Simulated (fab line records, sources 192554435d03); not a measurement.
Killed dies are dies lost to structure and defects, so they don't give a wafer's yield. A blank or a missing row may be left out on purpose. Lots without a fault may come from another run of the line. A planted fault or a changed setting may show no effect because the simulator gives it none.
Split-lot experiment | flow n5_finfet | 7 lots, 21 wafers read, on a route of 1938 steps

THE SPLIT
At N5_BEOL_M7_TRENCH_ETCH_37 (etches SiCOH lowk in C4F6/O2, target depth 93.478 nm, time 31.2 s), the setting source_w was moved away from the recipe's 345 W on 5 of the 21 wafers read, by +7.6% to +17.9%. The other wafers ran this setting at the recipe's value.

FROM THE SPLIT TO THE READING: what the file shows between them, 2 steps
- N5_BEOL_M7_ETCH_41: etches SiCN in CH3F/O2, target depth 31.9 nm, time 57.8 s
- N5_BEOL_M7_STRIP_80: strips in N2/H2, time 10 s

THE READING
trench_depth_nm, in nm, at N5_BEOL_M7_OCD_MEAS_38. Fault-free wafers of this fab line usually give 93.8 nm, standard deviation 1.3 nm.

wafer  | tool, chamber at the split | source_w as run, W | against the recipe | trench_depth_nm, nm | against lot-mates on the recipe
L075.2 | rie_diel-03, 1             | 371.1              | +7.6%              | 95.1                | +1.4
L075.4 | rie_diel-03, 3             | 345                | recipe             | 93.7                | -
L075.5 | rie_diel-03, 2             | 371.1              | +7.6%              | 95.9                | +2.2
L081.4 | rie_diel-03, 3             | 402.2              | +16.6%             | 100.3               | +5.9
L081.5 | rie_diel-03, 3             | 345                | recipe             | 94.4                | -
L081.6 | rie_diel-03, 0             | 402.2              | +16.6%             | 99.6                | +5.2
L082.2 | rie_diel-03, 3             | 406.8              | +17.9%             | 98.9                | +7.6
L082.3 | rie_diel-03, 2             | 345                | recipe             | 91.8                | -
L082.6 | rie_diel-03, 1             | 345                | recipe             | 90.9                | -
L085.1 | rie_diel-04, 0             | 345                | recipe             | 92.6                | -
L085.2 | rie_diel-04, 2             | 345                | recipe             | 95.0                | -
L085.5 | rie_diel-04, 0             | 345                | recipe             | 93.3                | -
L088.2 | rie_diel-04, 2             | 345                | recipe             | 93.8                | -
L088.5 | rie_diel-04, 1             | 345                | recipe             | 95.6                | -
L088.6 | rie_diel-04, 2             | 345                | recipe             | 93.6                | -
L093.2 | rie_diel-04, 0             | 345                | recipe             | 92.6                | -
L093.4 | rie_diel-04, 0             | 345                | recipe             | 93.0                | -
L093.6 | rie_diel-04, 2             | 345                | recipe             | 95.0                | -
L095.1 | rie_diel-04, 2             | 345                | recipe             | 95.0                | -
L095.3 | rie_diel-04, 1             | 345                | recipe             | 96.8                | -
L095.4 | rie_diel-04, 3             | 345                | recipe             | 95.0                | -

THE FIT
A straight line over all 21 wafers: trench_depth_nm changes by +0.324 nm for each +1% of source_w; r = +0.83; the points scatter about the line by 1.4 nm.
The same after taking each lot's own level away (the mean of its wafers on the recipe; 21 wafers): +0.356 nm for each +1%; r = +0.93; scatter 0.89 nm.
On that fit, the largest move of source_w shifts the reading by 6.4 nm.
The lots' own levels span 91.35 to 95.60 nm, that is 3.3 times the standard deviation above.
So the lot-to-lot level changes the slope little: the two slopes agree.
Check: with one of the wafers moved furthest among these (+17.9%) left out of the fit, the line predicts +5.71 nm for it against its lot-mates. It came out at +7.55 nm against them.
Tool readings at the split's step, against how far the setting was moved: rf_vpp_V r = -0.93.

OTHER SPLITS ON THESE WAFERS
These wafers also went through other splits before the reading. Each is held against what the fit with the lots' levels taken away leaves over:
other split on the same wafers | wafers away from the commonest value | r with trench_depth_nm (lot level and that fit taken away)
N5_BEOL_M5_EXPOSE_08 dose_mj   | 7                                    | -0.14
N5_BEOL_M7_COAT_05 spin_rpm    | 11                                   | -0.18
N5_BEOL_M7_DESCUM_33 time_s    | 8                                    | -0.12

THE WHOLE CHAIN: every reading that the file lists as answering this split, in the file's order
step                      | what it does                                                      | reading                                                                   | change (the file's fit)               | r (the file's)
N5_BEOL_M7_TRENCH_ETCH_37 | etches SiCOH lowk in C4F6/O2, target depth 93.478 nm, time 31.2 s | rf_vpp_V                                                                  | -3.12 V for each +1% of the setting   | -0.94
N5_BEOL_M7_TRENCH_ETCH_37 | etches SiCOH lowk in C4F6/O2, target depth 93.478 nm, time 31.2 s | etch.depth_nm (the simulator's own value, which no gauge read)            | +0.355 nm for each +1% of the setting | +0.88
N5_BEOL_M7_TRENCH_ETCH_37 | etches SiCOH lowk in C4F6/O2, target depth 93.478 nm, time 31.2 s | BEOL_M7.feature_depth_nm (the simulator's own value, which no gauge read) | +0.351 nm for each +1% of the setting | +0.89
N5_BEOL_M7_OCD_MEAS_38    |                                                                   | trench_depth_nm                                                           | +0.368 nm for each +1% of the setting | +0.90

THE FILE'S OWN FIT
trench_depth_nm changes by +0.368 nm for each +1% of source_w, r = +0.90.
